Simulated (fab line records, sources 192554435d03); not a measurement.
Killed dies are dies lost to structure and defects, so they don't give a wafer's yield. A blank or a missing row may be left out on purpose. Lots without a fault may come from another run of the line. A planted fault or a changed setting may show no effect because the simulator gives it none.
Split-lot experiment | flow n5_finfet | 7 lots, 21 wafers read, on a route of 1938 steps

THE SPLIT
At N5_BEOL_M3_ETCH_41 (etches SiCN in CH3F/O2, target depth 29.9 nm, time 52.5 s), the setting target_depth_a was moved away from the recipe's 299 angstrom on 5 of the 21 wafers read, by -4.2% to +10.8%. The other wafers ran this setting at the recipe's value.

The reading is taken at the split's own step.

THE READING
etch.depth_nm (the simulator's own value, which no gauge read), in nm, at N5_BEOL_M3_ETCH_41 (etches SiCN in CH3F/O2, target depth 29.9 nm, time 52.5 s). The file gives no usual value for it. The 16 wafers here that ran the recipe average 20.01 nm, standard deviation 0.47 nm.

wafer  | tool, chamber at the split | target_depth_a as run, angstrom | against the recipe | etch.depth_nm, nm | against lot-mates on the recipe
L074.2 | rie_diel-06, 3             | 299                             | recipe             | 19.88             | -
L074.3 | rie_diel-06, 1             | 299                             | recipe             | 20.7              | -
L074.6 | rie_diel-06, 0             | 299                             | recipe             | 20.4              | -
L079.2 | rie_diel-02, 3             | 299                             | recipe             | 20.23             | -
L079.4 | rie_diel-02, 1             | 299                             | recipe             | 20.06             | -
L079.6 | rie_diel-02, 1             | 299                             | recipe             | 20.19             | -
L084.2 | rie_diel-02, 2             | 327.3                           | +9.5%              | 21.86             | +2.62
L084.3 | rie_diel-02, 0             | 327.3                           | +9.5%              | 21.07             | +1.83
L084.6 | rie_diel-02, 0             | 299                             | recipe             | 19.24             | -
L089.1 | rie_diel-04, 1             | 299                             | recipe             | 18.81             | -
L089.2 | rie_diel-04, 2             | 299                             | recipe             | 19.54             | -
L089.6 | rie_diel-04, 0             | 310.6                           | +3.9%              | 20.38             | +1.21
L091.1 | rie_diel-02, 2             | 286.3                           | -4.2%              | 18.94             | -0.93
L091.2 | rie_diel-02, 1             | 299                             | recipe             | 19.89             | -
L091.5 | rie_diel-02, 3             | 299                             | recipe             | 19.86             | -
L092.1 | rie_diel-02, 0             | 299                             | recipe             | 20.52             | -
L092.3 | rie_diel-02, 3             | 299                             | recipe             | 20.11             | -
L092.6 | rie_diel-02, 2             | 299                             | recipe             | 20.06             | -
L096.2 | rie_diel-06, 2             | 331.2                           | +10.8%             | 22.53             | +2.16
L096.4 | rie_diel-06, 1             | 299                             | recipe             | 20.46             | -
L096.5 | rie_diel-06, 2             | 299                             | recipe             | 20.28             | -

THE FIT
A straight line over all 21 wafers: etch.depth_nm changes by +0.188 nm for each +1% of target_depth_a; r = +0.83; the points scatter about the line by 0.49 nm.
The same after taking each lot's own level away (the mean of its wafers on the recipe; 21 wafers): +0.224 nm for each +1%; r = +0.96; scatter 0.26 nm.
On that fit, the largest move of target_depth_a shifts the reading by 2.4 nm.
The lots' own levels span 19.175 to 20.370 nm, that is 2.5 times the standard deviation above.
So the lot-to-lot level changes the slope: the two fits differ.
Check: with one of the wafers moved furthest among these (+10.8%) left out of the fit, the line predicts +2.58 nm for it against its lot-mates. It came out at +2.16 nm against them.

OTHER SPLITS ON THESE WAFERS
These wafers also went through other splits before the reading. Each is held against what the fit with the lots' levels taken away leaves over:
other split on the same wafers        | wafers away from the commonest value | r with etch.depth_nm (lot level and that fit taken away)
N5_GATE_CUT_EXPOSE_10 dose_mj         | 8                                    | -0.27
N5_MOL_CONTACT_COAG_ETCH_106 source_w | 6                                    | -0.07
N5_BEOL_M0_SAQP_COAT_08 spin_rpm      | 8                                    | -0.11
N5_BEOL_M0_SAQP_EXPOSE_11 dose_mj     | 6                                    | -0.01
N5_BEOL_M0_CUTY_EXPOSE_54 dose_mj     | 8                                    | -0.03
N5_BEOL_M0_ETCH_138 source_w          | 10                                   | +0.26

THE FILE'S OWN FIT
etch.depth_nm changes by +0.222 nm for each +1% of target_depth_a, r = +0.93.
